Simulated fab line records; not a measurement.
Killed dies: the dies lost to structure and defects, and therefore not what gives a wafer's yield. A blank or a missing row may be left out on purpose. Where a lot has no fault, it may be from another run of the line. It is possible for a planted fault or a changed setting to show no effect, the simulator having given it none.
Which tool is to blame? -- flow n5_finfet -- 13 lots with 38 wafers sampled at 2 steps, on a route of 1938 steps

## WHAT THE GAUGES SHOWED, per wafer
N5_PASSIVATION_CD_MEAS_10: target cd 3000 nm.
lot,measured,on,cd_nm (nm)
L672,day 11 16:32,cd_sem-01,2998.4 3001.3 3001.4
L673,day 12 10:20,cd_sem-02,3000.7 2998.7 3000.1
L675,day 12 12:37,cd_sem-02,3001.6 3001.4 3003.2
L676,day 13 01:38,cd_sem-01,2997.9 2999.0 3000.0
L677,day 13 05:32,cd_sem-03,2997.3 2999.4 3000.1
L678,day 13 15:19,cd_sem-03,3001.3 3001.6 3001.3
L679,day 13 15:03,cd_sem-01,3002.1 3000.3 2997.5
L680,day 13 15:05,cd_sem-02,2996.8 2995.3 2998.7
L681,day 14 04:10,cd_sem-03,3000.3 3001.1 2999.9
L682,day 14 19:54,cd_sem-01,2997.2 3001.4 2999.3
L684,day 14 21:49,cd_sem-03,2999.4 2999.9 2995.9
L689,day 16 11:46,cd_sem-03,3000.2 2998.8
L694,day 17 18:49,cd_sem-03,2999.3 2997.6 3001.1

## WHICH TOOL RAN EACH LOT (tool, then ch and the chambers of the sampled wafers, then the start)
lot,N5_HKMG_FIN_CMP_23
L672,"cmp-03 ch 1,3, day 4 14:26"
L673,"cmp-04 ch 1,2, day 4 20:37"
L675,"cmp-04 ch 0,2,3, day 5 04:14"
L676,"cmp-04 ch 0,1,3, day 5 13:13"
L677,"cmp-02 ch 1,2,3, day 5 18:13"
L678,"cmp-02 ch 0,1,3, day 6 00:43"
L679,"cmp-04 ch 0,2, day 6 11:02"
L680,"cmp-02 ch 1,2,3, day 6 18:03"
L681,"cmp-03 ch 0,1,3, day 6 20:17"
L682,"cmp-02 ch 2,3, day 7 09:43"
L684,"cmp-04 ch 0,1,2, day 7 16:45"
L689,"cmp-04 ch 1,3, day 8 20:24"
L694,"cmp-04 ch 0,2, day 10 02:07"
- N5_HKMG_FIN_CMP_23: polishes, stops on SiNx, t overpolish 10 s, target thk 46.326 nm.

## AS READ BY THE TOOLS THEMSELVES (means over the sampled wafers that have a number; for cases with no such wafer, the mark the record gives instead)
N5_HKMG_FIN_CMP_23.
lot,tool,motor_current_A (A),overpolish_run_s (s),slurry_flow_ml_min,time_to_endpoint_s (s)
L672,cmp-03,11.0,9.995,149.8,11.7
L673,cmp-04,11.7,9.992,149.8,9.3
L675,cmp-04,11.9,9.995,149.9,12.4
L676,cmp-04,11.8,10.001,150.0,11.6
L677,cmp-02,12.5,10.005,150.5,14.4
L678,cmp-02,12.3,10.003,150.1,13.1
L679,cmp-04,12.3,9.999,150.4,11.5
L680,cmp-02,12.8,9.998,150.2,12.4
L681,cmp-03,11.7,9.999,150.2,12.2
L682,cmp-02,12.8,10.008,150.3,14.1
L684,cmp-04,12.1,9.994,150.4,8.9
L689,cmp-04,11.1,10.009,149.8,9.4
L694,cmp-04,12.6,10.002,150.2,10.1

## THE ANSWER, worked out from the rows above alone
Rule: the usual values come from the lots themselves. Put in order of their means at a reading, lots are off if they are a third of the lots or fewer, leave a main group of 4 or more, and stand apart from it by a gap of 3 or more times the standard deviation of the main group's means; of several such gaps the widest counts. A main group whose means are all the same, to the digits that the tables above print for the reading, isn't used. Also off: a lot with no number at a reading for which 4 or more lots have one. Any other lot the step has rows for is counted as sound. First the gauges in route order, then the tools' own readings, where a lot's mean is used as printed above. The first step at which some lot is off is used, and at that step the reading that is off furthest; a lot without a number counts as furthest.
Across all readings shown, no lot is off: no conclusion can be drawn from this.

## WHAT HAD BEEN PUT IN BY THE SIMULATOR
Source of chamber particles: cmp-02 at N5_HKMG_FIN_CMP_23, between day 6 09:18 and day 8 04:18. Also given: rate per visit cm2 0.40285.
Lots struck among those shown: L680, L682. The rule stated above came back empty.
